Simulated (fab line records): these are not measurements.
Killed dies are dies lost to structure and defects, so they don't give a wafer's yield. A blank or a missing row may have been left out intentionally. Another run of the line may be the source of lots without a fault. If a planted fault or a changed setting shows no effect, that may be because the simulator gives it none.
Which of the tools did it? + flow n5_finfet + 24 lots with 72 wafers sampled at 6 steps, on a route of 1938 steps

WHAT THE GAUGES READ, wafer by wafer
N5_DUMMY_GATE_INSPECT_17: inspects for defects (brightfield). Usual: raw_defect_count reads 194 (standard deviation 51).
| lot  | measured    | on                | raw_defect_count | flag |
|------|-------------|-------------------|------------------|------|
| L074 | day 2 23:07 | defect_inspect-01 | 213 148 206      |      |
| L075 | day 3 07:02 | defect_inspect-01 | 172 278 175      |      |
| L076 | day 3 14:50 | defect_inspect-02 | 258 248 186      |      |
| L077 | day 3 17:20 | defect_inspect-01 | 176 143 139      |      |
| L078 | day 3 22:44 | defect_inspect-01 | 223 214 181      |      |
| L079 | day 4 03:31 | defect_inspect-02 | 264 243 184      |      |
| L080 | day 4 15:21 | defect_inspect-01 | 160 150 158      |      |
| L081 | day 4 17:19 | defect_inspect-02 | 169 235 224      |      |
| L082 | day 4 23:25 | defect_inspect-01 | 127 178 172      |      |
| L083 | day 5 11:49 | defect_inspect-02 | 222 202 199      |      |
| L084 | day 5 12:11 | defect_inspect-02 | 169 161 186      |      |
| L085 | day 5 19:50 | defect_inspect-02 | 187 245 209      |      |
| L086 | day 5 23:16 | defect_inspect-02 | 144 166 180      |      |
| L087 | day 6 04:05 | defect_inspect-02 | 267 174 207      |      |
| L088 | day 6 09:27 | defect_inspect-02 | 104 148 159      |      |
| L089 | day 6 17:22 | defect_inspect-02 | 208 262 303      |      |
| L090 | day 6 22:53 | defect_inspect-02 | 201 164 224      |      |
| L091 | day 7 04:07 | defect_inspect-02 | 191 150 120      |      |
| L092 | day 7 13:01 | defect_inspect-01 | 175 174 139      |      |
| L093 | day 7 16:44 | defect_inspect-01 | 151 164 253      |      |
| L094 | day 7 23:47 | defect_inspect-02 | 278 182 206      |      |
| L095 | day 8 04:25 | defect_inspect-01 | 184 156 125      |      |
| L096 | day 8 09:27 | defect_inspect-01 | 120 301 246      |      |
| L097 | day 8 15:56 | defect_inspect-02 | 141 91 150       |      |

N5_SPACER0_INSPECT_04: inspects for defects (darkfield). Usual: raw_defect_count reads 134 (standard deviation 28).
| lot  | measured    | on                | raw_defect_count | flag |
|------|-------------|-------------------|------------------|------|
| L074 | day 3 01:34 | defect_inspect-02 | 139 122 127      |      |
| L075 | day 3 08:49 | defect_inspect-01 | 91 165 113       |      |
| L076 | day 3 17:28 | defect_inspect-01 | 173 164 130      |      |
| L077 | day 3 19:25 | defect_inspect-01 | 116 112 103      |      |
| L078 | day 4 01:09 | defect_inspect-01 | 154 155 154      |      |
| L079 | day 4 05:55 | defect_inspect-01 | 146 141 112      |      |
| L080 | day 4 17:24 | defect_inspect-02 | 143 133 107      |      |
| L081 | day 4 19:47 | defect_inspect-02 | 115 184 145      |      |
| L082 | day 5 04:05 | defect_inspect-01 | 103 124 141      |      |
| L083 | day 5 14:10 | defect_inspect-01 | 117 142 148      |      |
| L084 | day 5 14:19 | defect_inspect-01 | 104 107 117      |      |
| L085 | day 5 21:58 | defect_inspect-01 | 134 175 119      |      |
| L086 | day 6 02:04 | defect_inspect-01 | 107 126 108      |      |
| L087 | day 6 06:13 | defect_inspect-02 | 144 148 147      |      |
| L088 | day 6 11:18 | defect_inspect-02 | 80 113 130       |      |
| L089 | day 6 20:25 | defect_inspect-01 | 123 153 184      |      |
| L090 | day 7 00:46 | defect_inspect-01 | 140 108 161      |      |
| L091 | day 7 06:04 | defect_inspect-02 | 126 122 81       |      |
| L092 | day 7 14:51 | defect_inspect-02 | 133 117 105      |      |
| L093 | day 7 18:47 | defect_inspect-01 | 105 117 180      |      |
| L094 | day 8 01:38 | defect_inspect-01 | 189 114 127      |      |
| L095 | day 8 06:21 | defect_inspect-02 | 150 132 128      |      |
| L096 | day 8 11:16 | defect_inspect-01 | 77 174 162       |      |
| L097 | day 8 17:59 | defect_inspect-02 | 108 87 160       |      |

N5_SD_EPI_P_EPI_MEAS_23. Usual: thk_nm reads 61.0 nm (standard deviation 1.2).
| lot  | measured    | on            | thk_nm (nm)    | flag |
|------|-------------|---------------|----------------|------|
| L074 | day 3 10:02 | film_metro-01 | 60.8 63.0 61.0 |      |
| L075 | day 3 18:51 | film_metro-02 | 61.5 59.7 59.6 |      |
| L076 | day 4 01:59 | film_metro-02 | 60.3 59.2 58.3 |      |
| L077 | day 4 03:59 | film_metro-02 | 62.0 61.3 62.8 |      |
| L078 | day 4 10:24 | film_metro-01 | 61.8 62.8 62.5 |      |
| L079 | day 4 14:17 | film_metro-01 | 60.6 59.0 60.9 |      |
| L080 | day 5 04:07 | film_metro-01 | 60.7 59.7 62.2 |      |
| L081 | day 5 04:49 | film_metro-02 | 61.6 60.1 62.0 |      |
| L082 | day 5 12:34 | film_metro-02 | 60.8 61.0 62.1 |      |
| L083 | day 5 23:38 | film_metro-01 | 61.8 60.9 60.8 |      |
| L084 | day 5 22:33 | film_metro-02 | 59.5 60.4 59.6 |      |
| L085 | day 6 06:29 | film_metro-02 | 61.0 62.4 61.8 |      |
| L086 | day 6 10:26 | film_metro-01 | 62.4 61.5 62.0 |      |
| L087 | day 6 15:55 | film_metro-01 | 60.4 60.4 61.2 |      |
| L088 | day 6 20:01 | film_metro-02 | 60.5 60.9 62.1 |      |
| L089 | day 7 06:34 | film_metro-02 | 62.2 60.9 62.8 |      |
| L090 | day 7 09:15 | film_metro-02 | 60.6 60.1 61.9 |      |
| L091 | day 7 16:19 | film_metro-02 | 60.8 61.6 60.3 |      |
| L092 | day 8 00:22 | film_metro-02 | 60.3 62.3 58.6 |      |
| L093 | day 8 03:19 | film_metro-01 | 61.1 62.0 61.1 |      |
| L094 | day 8 10:06 | film_metro-01 | 61.9 61.6 62.9 |      |
| L095 | day 8 15:47 | film_metro-02 | 61.2 62.9 61.1 |      |
| L096 | day 8 20:44 | film_metro-02 | 57.5 60.4 61.0 |      |
| L097 | day 9 05:14 | film_metro-01 | 58.6 59.3 59.5 |      |

TOOL THAT RAN EACH LOT (tool first, then ch and the chambers of the sampled wafers, then the start)
| lot  | N5_DUMMY_GATE_CMP_04         | N5_SD_EPI_N_LINER_46             | N5_SD_EPI_P_ETCH_36               |
|------|------------------------------|----------------------------------|-----------------------------------|
| L074 | cmp-01 ch 0,1,3, day 2 18:20 | ald_sin-03 ch 0,1,3, day 3 05:49 | rie_diel-05 ch 0,3, day 3 06:29   |
| L075 | cmp-01 ch 0,1,2, day 3 02:19 | ald_sin-03 ch 0,1, day 3 13:44   | rie_diel-03 ch 0,2,3, day 3 14:30 |
| L076 | cmp-03 ch 0,1,2, day 3 10:13 | ald_sin-02 ch 0,2, day 3 21:42   | rie_diel-05 ch 0,1, day 3 22:29   |
| L077 | cmp-03 ch 1,2,3, day 3 12:38 | ald_sin-02 ch 2,3, day 3 23:39   | rie_diel-04 ch 0,1,2, day 4 00:27 |
| L078 | cmp-03 ch 0,3, day 3 18:05   | ald_sin-02 ch 0,2,3, day 4 06:15 | rie_diel-04 ch 0,1, day 4 06:54   |
| L079 | cmp-04 ch 0,1, day 3 22:44   | ald_sin-01 ch 1,2,3, day 4 10:00 | rie_diel-04 ch 0,1,2, day 4 10:46 |
| L080 | cmp-03 ch 0,3, day 4 08:46   | ald_sin-02 ch 0,1,3, day 4 21:58 | rie_diel-03 ch 0,2, day 4 22:37   |
| L081 | cmp-04 ch 1,2,3, day 4 12:33 | ald_sin-02 ch 1,2,3, day 5 00:28 | rie_diel-03 ch 0,2,3, day 5 01:14 |
| L082 | cmp-03 ch 0,1,2, day 4 18:38 | ald_sin-02 ch 0,1, day 5 08:19   | rie_diel-04 ch 0,2,3, day 5 09:03 |
| L083 | cmp-04 ch 0,2,3, day 5 07:16 | ald_sin-02 ch 0,1,3, day 5 18:14 | rie_diel-04 ch 0,1, day 5 18:52   |
| L084 | cmp-01 ch 0,1,2, day 5 07:23 | ald_sin-01 ch 2,3, day 5 18:22   | rie_diel-05 ch 2,3, day 5 19:02   |
| L085 | cmp-03 ch 0,1, day 5 15:07   | ald_sin-02 ch 1,2, day 6 02:13   | rie_diel-04 ch 0,1, day 6 02:59   |
| L086 | cmp-04 ch 0,2,3, day 5 18:33 | ald_sin-02 ch 0,2,3, day 6 06:08 | rie_diel-04 ch 0,1,2, day 6 06:55 |
| L087 | cmp-01 ch 1,2, day 5 23:20   | ald_sin-03 ch 2,3, day 6 11:01   | rie_diel-04 ch 0,2,3, day 6 11:48 |
| L088 | cmp-01 ch 2,3, day 6 04:51   | ald_sin-03 ch 0,1,3, day 6 15:21 | rie_diel-04 ch 1,2, day 6 16:30   |
| L089 | cmp-03 ch 0,1,2, day 6 10:39 | ald_sin-02 ch 0,1,3, day 7 01:14 | rie_diel-05 ch 0,1,2, day 7 02:13 |
| L090 | cmp-04 ch 0,2,3, day 6 18:08 | ald_sin-01 ch 1,2,3, day 7 04:57 | rie_diel-04 ch 1,2,3, day 7 05:43 |
| L091 | cmp-04 ch 0,1, day 6 23:26   | ald_sin-02 ch 2,3, day 7 12:01   | rie_diel-04 ch 0,1,2, day 7 12:47 |
| L092 | cmp-03 ch 0,2,3, day 7 08:19 | ald_sin-01 ch 0,2,3, day 7 19:14 | rie_diel-03 ch 0,1,3, day 7 20:01 |
| L093 | cmp-01 ch 0,1, day 7 12:05   | ald_sin-01 ch 0,2,3, day 7 23:10 | rie_diel-03 ch 0,3, day 7 23:48   |
| L094 | cmp-01 ch 1,2,3, day 7 19:01 | ald_sin-01 ch 0,2,3, day 8 05:43 | rie_diel-04 ch 0,2,3, day 8 06:29 |
| L095 | cmp-04 ch 0,1,3, day 7 23:48 | ald_sin-01 ch 0,1,3, day 8 10:39 | rie_diel-05 ch 0,1,2, day 8 11:26 |
| L096 | cmp-04 ch 1,2,3, day 8 04:50 | ald_sin-03 ch 0,2,3, day 8 15:44 | rie_diel-03 ch 1,2,3, day 8 16:23 |
| L097 | cmp-01 ch 1,2,3, day 8 11:14 | ald_sin-01 ch 1,2, day 8 22:59   | rie_diel-03 ch 0,1,3, day 8 23:46 |
- N5_DUMMY_GATE_CMP_04: polishes a-Si.
- N5_SD_EPI_N_LINER_46: material SiNx, target thk 3 nm.
- N5_SD_EPI_P_ETCH_36: etches SiARC in CF4, target depth 45.5 nm, time 75.8 s.

AS READ BY THE TOOLS THEMSELVES (means over the sampled wafers that have a number; for cases with no such wafer, the mark the record gives instead)
N5_DUMMY_GATE_CMP_04. Usual: motor_current_A 10.7 A, standard deviation 1.3; pad_life_wafers 806, standard deviation 620; slurry_filter_dp_kPa 13.50 kPa, standard deviation 0.14; time_to_endpoint_s 13.6 s, standard deviation 2.
| lot  | tool   | motor_current_A (A) | pad_life_wafers | slurry_filter_dp_kPa (kPa) | time_to_endpoint_s (s) | flag |
|------|--------|---------------------|-----------------|----------------------------|------------------------|------|
| L074 | cmp-01 | 12.1                | 1465            | 13.51                      | 12.4                   |      |
| L075 | cmp-01 | 10.5                | 1532            | 13.62                      | 14.2                   |      |
| L076 | cmp-03 | 10.6                | 80              | 13.47                      | 14.9                   |      |
| L077 | cmp-03 | 11.0                | 104             | 13.47                      | 12.9                   |      |
| L078 | cmp-03 | 10.1                | 156             | 13.43                      | 12.8                   |      |
| L079 | cmp-04 | 10.8                | 864             | 13.46                      | 12.6                   |      |
| L080 | cmp-03 | 10.2                | 276             | 13.46                      | 13.9                   |      |
| L081 | cmp-04 | 10.6                | 955             | 13.53                      | 15.3                   |      |
| L082 | cmp-03 | 10.6                | 355             | 13.49                      | 14.0                   |      |
| L083 | cmp-04 | 10.6                | 1083            | 13.42                      | 10.7                   |      |
| L084 | cmp-01 | 10.0                | 1987            | 13.59                      | 13.6                   |      |
| L085 | cmp-03 | 10.3                | 511             | 13.49                      | 12.6                   |      |
| L086 | cmp-04 | 10.4                | 1190            | 13.44                      | 11.4                   |      |
| L087 | cmp-01 | 9.1                 | 2               | 13.60                      | 12.0                   |      |
| L088 | cmp-01 | 9.8                 | 56              | 13.36                      | 15.9                   |      |
| L089 | cmp-03 | 10.6                | 710             | 13.48                      | 15.7                   |      |
| L090 | cmp-04 | 10.7                | 1417            | 13.50                      | 15.6                   |      |
| L091 | cmp-04 | 10.6                | 1466            | 13.52                      | 14.6                   |      |
| L092 | cmp-03 | 10.5                | 902             | 13.34                      | 16.9                   |      |
| L093 | cmp-01 | 10.7                | 168             | 13.53                      | 13.1                   |      |
| L094 | cmp-01 | 10.5                | 230             | 13.57                      | 13.1                   |      |
| L095 | cmp-04 | 10.4                | 1706            | 13.49                      | 12.7                   |      |
| L096 | cmp-04 | 10.3                | 1736            | 13.58                      | 13.5                   |      |
| L097 | cmp-01 | 10.6                | 380             | 13.50                      | 13.8                   |      |

N5_SD_EPI_N_LINER_46. Usual: chamber_pressure_Torr 2.000 Torr, standard deviation 0.0046; heater_power_w 826 W, standard deviation 81; susceptor_temp_C 400.01 C, standard deviation 0.21.
| lot  | tool       | chamber_pressure_Torr (Torr) | heater_power_w (W) | susceptor_temp_C (C) | flag |
|------|------------|------------------------------|--------------------|----------------------|------|
| L074 | ald_sin-03 | 2.000                        | 752                | 399.96               |      |
| L075 | ald_sin-03 | 2.002                        | 691                | 400.19               |      |
| L076 | ald_sin-02 | 1.999                        | 864                | 400.06               |      |
| L077 | ald_sin-02 | 2.001                        | 868                | 399.97               |      |
| L078 | ald_sin-02 | 1.999                        | 882                | 399.83               |      |
| L079 | ald_sin-01 | 1.997                        | 804                | 399.93               |      |
| L080 | ald_sin-02 | 1.994                        | 869                | 400.04               |      |
| L081 | ald_sin-02 | 1.999                        | 874                | 399.94               |      |
| L082 | ald_sin-02 | 2.001                        | 873                | 399.87               |      |
| L083 | ald_sin-02 | 1.996                        | 900                | 400.02               |      |
| L084 | ald_sin-01 | 2.005                        | 864                | 400.08               |      |
| L085 | ald_sin-02 | 2.002                        | 833                | 400.25               |      |
| L086 | ald_sin-02 | 2.001                        | 891                | 399.90               |      |
| L087 | ald_sin-03 | 2.000                        | 845                | 400.10               |      |
| L088 | ald_sin-03 | 2.003                        | 762                | 399.69               |      |
| L089 | ald_sin-02 | 1.993                        | 887                | 399.86               |      |
| L090 | ald_sin-01 | 2.005                        | 804                | 399.96               |      |
| L091 | ald_sin-02 | 2.001                        | 892                | 399.89               |      |
| L092 | ald_sin-01 | 1.998                        | 821                | 400.07               |      |
| L093 | ald_sin-01 | 1.999                        | 814                | 400.14               |      |
| L094 | ald_sin-01 | 1.996                        | 816                | 400.16               |      |
| L095 | ald_sin-01 | 2.003                        | 803                | 400.05               |      |
| L096 | ald_sin-03 | 2.006                        | 803                | 400.05               |      |
| L097 | ald_sin-01 | 1.997                        | 752                | 399.97               |      |

N5_SD_EPI_P_ETCH_36. Usual: for drypump_motor_current_A, 5.7 A with a standard deviation of 0.51; for etch_rf_on_time_s, 75.1 s with a standard deviation of 1.5; for oes_product_au, 0.69 a.u. with a standard deviation of 0.071; for rf_fwd_power_W, 539.4 W with a standard deviation of 2.1; for rf_vpp_V, 184.1 V with a standard deviation of 1.3; for showerhead_plenum_p_Torr, 2.15 Torr with a standard deviation of 0.074; for throttle_valve_pct, 15.60 % with a standard deviation of 0.19.
| lot  | tool        | drypump_motor_current_A (A) | etch_rf_on_time_s (s) | oes_product_au (a.u.) | rf_fwd_power_W (W) | rf_vpp_V (V) | showerhead_plenum_p_Torr (Torr) | throttle_valve_pct (%) | flag |
|------|-------------|-----------------------------|-----------------------|-----------------------|--------------------|--------------|---------------------------------|------------------------|------|
| L074 | rie_diel-05 | 6.0                         | 74.5                  | 0.75                  | 539.5              | 183.4        | 2.11                            | 15.62                  |      |
| L075 | rie_diel-03 | 5.9                         | 76.0                  | 0.68                  | 541.0              | 183.6        | 2.13                            | 15.73                  |      |
| L076 | rie_diel-05 | 5.6                         | 73.9                  | 0.80                  | 540.9              | 185.8        | 2.21                            | 15.42                  |      |
| L077 | rie_diel-04 | 5.4                         | 75.6                  | 0.69                  | 539.2              | 184.5        | 2.16                            | 15.58                  |      |
| L078 | rie_diel-04 | 5.7                         | 74.5                  | 0.74                  | 536.3              | 183.5        | 2.11                            | 15.68                  |      |
| L079 | rie_diel-04 | 5.5                         | 75.5                  | 0.69                  | 539.8              | 185.1        | 2.16                            | 15.57                  |      |
| L080 | rie_diel-03 | 5.9                         | 76.1                  | 0.72                  | 537.5              | 184.5        | 2.17                            | 15.49                  |      |
| L081 | rie_diel-03 | 5.9                         | 75.3                  | 0.67                  | 540.2              | 183.7        | 2.12                            | 15.76                  |      |
| L082 | rie_diel-04 | 5.7                         | 75.2                  | 0.65                  | 537.7              | 183.8        | 2.14                            | 15.50                  |      |
| L083 | rie_diel-04 | 6.0                         | 75.7                  | 0.68                  | 540.4              | 183.1        | 2.13                            | 15.62                  |      |
| L084 | rie_diel-05 | 5.3                         | 76.7                  | 0.65                  | 539.3              | 184.9        | 2.17                            | 15.51                  |      |
| L085 | rie_diel-04 | 6.0                         | 76.5                  | 0.67                  | 538.5              | 183.7        | 2.12                            | 15.62                  |      |
| L086 | rie_diel-04 | 5.5                         | 75.6                  | 0.67                  | 538.8              | 184.5        | 2.15                            | 15.60                  |      |
| L087 | rie_diel-04 | 5.7                         | 75.5                  | 0.64                  | 540.4              | 183.5        | 2.14                            | 15.52                  |      |
| L088 | rie_diel-04 | 5.0                         | 74.8                  | 0.67                  | 540.1              | 185.2        | 2.18                            | 15.59                  |      |
| L089 | rie_diel-05 | 5.7                         | 73.5                  | 0.76                  | 541.8              | 184.4        | 2.20                            | 15.49                  |      |
| L090 | rie_diel-04 | 5.4                         | 74.3                  | 0.68                  | 537.4              | 183.9        | 2.13                            | 15.63                  |      |
| L091 | rie_diel-04 | 5.5                         | 75.3                  | 0.67                  | 538.7              | 183.8        | 2.15                            | 15.60                  |      |
| L092 | rie_diel-03 | 5.8                         | 74.8                  | 0.70                  | 539.8              | 184.3        | 2.16                            | 15.68                  |      |
| L093 | rie_diel-03 | 5.6                         | 75.5                  | 0.71                  | 538.9              | 184.5        | 2.19                            | 15.73                  |      |
| L094 | rie_diel-04 | 5.7                         | 75.4                  | 0.64                  | 540.0              | 184.4        | 2.14                            | 15.54                  |      |
| L095 | rie_diel-05 | 5.7                         | 74.1                  | 0.75                  | 539.3              | 185.0        | 2.20                            | 15.52                  |      |
| L096 | rie_diel-03 | 6.1                         | 74.8                  | 0.72                  | 538.5              | 183.9        | 2.16                            | 15.57                  |      |
| L097 | rie_diel-03 | 5.8                         | 75.2                  | 0.69                  | 540.1              | 184.2        | 2.15                            | 15.69                  |      |

THE ANSWER, worked out from the rows above alone
Rule: a lot counts as off when the mean over its wafers that have a number is more than 3 standard deviations away from the usual mean. Also off: a lot with no number at a reading for which 4 or more lots have one. The other lots that the step has rows for count as sound. After the gauges, taken in route order, come the tools' own readings; for these a lot's mean is taken, as printed above. At the first step where some lot is off, the reading lying furthest off is the one used; lots without a number count as furthest.
None of the lots is off at any reading shown; this tells nothing.

WHAT THE SIMULATOR HAD INSERTED
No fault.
